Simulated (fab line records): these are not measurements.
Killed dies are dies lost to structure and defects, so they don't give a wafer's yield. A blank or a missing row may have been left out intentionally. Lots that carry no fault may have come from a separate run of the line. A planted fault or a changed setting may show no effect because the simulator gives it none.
A lot that was struck, set against a sound lot / flow nand harc / 14 steps out of a route of 1159
Sound: the wafers L572.1, L572.4, L572.6. Struck: wafers L576.1, L576.2, L576.6. The cause is named last.
At each step with rows: each side's tool, then ch and its chambers, then its first start. Under that, the readings that differ: sound wafers / struck wafers / difference of the means / sigmas: that difference in standard deviations of wafers without a fault.
alike: words and numbers the same on both sides, and readings whose means are apart by under 2 such deviations; not compared: readings that were withheld, readings missing a value for some wafer, numbers with overlapping values and no deviation given by the record, and bounds like >300 which may hide the same value.
Wherever a step has rows on one side only, a row that says differs or no value, or a row with sigmas, the two part there. When numbers do not overlap yet have no deviation, they are printed without sigmas and do not part them. Lack of a reading on every wafer of one side parts them only where that side has two or more wafers.

NHARC_P_M0_PRE_CLEAN_29: time 30 s.
  sound on pvd sputter-01; struck on pvd sputter-01
  alike: heater power w
NHARC_P_M0_PVD_20: deposits TaN, target thk 5 nm, time 8.06 s.
  sound on pvd sputter-01; struck on pvd sputter-01
  alike: chamber pressure pa, throttle valve pct
NHARC_P_M0_PVD_21: deposits Cu, target thk 30 nm, time 20.49 s.
  sound on pvd sputter-01; struck on pvd sputter-01
  alike: chamber pressure pa, throttle valve pct
then, 2 steps without rows for these wafers: NHARC_P_M0_ECD_22 (material Cu, target thk 400 nm); NHARC_P_M0_ANNEAL_30 (time 90 s).
NHARC_P_M0_CMP_23: polishes, t overpolish 20 s, target thk 117.53 nm.
  sound on cmp-04 ch 1,2,3, day 6 12:08; struck on cmp-04 ch 2,3, day 7 03:39
  alike: motor current A, time to endpoint s
NHARC_P_M0_THK_MEAS_24: measures by xrf.
  struck on film metro-01, day 7 03:58; sound on film metro-01, day 6 12:27
  alike: thk nm
then, 1 step without rows for these wafers: NHARC_P_M0_SRD_25.
NHARC_P_M0_INSPECT_27:
  struck on defect inspect-01, day 7 04:08; sound on defect inspect-02, day 6 12:36
  alike: raw defect count
NHARC_P_M0_PRE_CLEAN_31: time 12 s.
  sound on pecvd-01 ch 0,2, day 6 12:42; struck on pecvd-04 ch 1,2, day 7 04:12
  alike: heater power w
then, 1 step without rows for these wafers: NHARC_P_M0_DEP_32 (deposits SiCN, target thk 30 nm).
NHARC_P_M1_DEP_00: deposits SiOC, target thk 182.5 nm.
  sound on pecvd-04 ch 0,1, day 6 13:13; struck on pecvd-02 ch 0,1, day 7 05:20
then, 1 step without rows for these wafers: NHARC_P_M1_DEHYDRATE_01 (time 120 s).
-- jump in the record: it breaks off in module P_M1 and resumes in module END (first step shown: number 1159 of the route), and 13 days separate the struck wafers' starts before and after --
NHARC_END_SORT_01:
  sound on prober-01 ch 0, day 19 14:06; struck on prober-02 ch 0, day 20 07:35
reading=defect limited yield (%); sound=95.7 97.3 95.6; struck=0 0 0; difference=-96; sigmas=-74
reading=killed at periphery; sound=1 1 1; struck=642 644 642; difference=+642; sigmas=+99 or more
reading=killed dies; sound=29 18 30; struck=677 677 677; difference=+651; sigmas=+73
reading=sort_bin_2_pct (%); sound=0.6 1.2 1.5; struck=95.7 96.3 96.6; difference=+95.1; sigmas=+99 or more
reading=sort n pass; sound=648 659 647; struck=0 0 0; difference=-651; sigmas=-73
reading=sort rim yield pct (%); sound=98.1 94.3 96.2; struck=0 0 0; difference=-96; sigmas=-34
reading=sort yield pct (%); sound=95.7 97.3 95.6; struck=0 0 0; difference=-96; sigmas=-74
  alike: killed at array, killed at other, killed open, killed short, sort_bin_3_pct, sort_bin_4_pct

== WHERE THEY PART ==
At NHARC_END_SORT_01 and nowhere else, as far as this record goes.

WHY: whatever the simulator had introduced
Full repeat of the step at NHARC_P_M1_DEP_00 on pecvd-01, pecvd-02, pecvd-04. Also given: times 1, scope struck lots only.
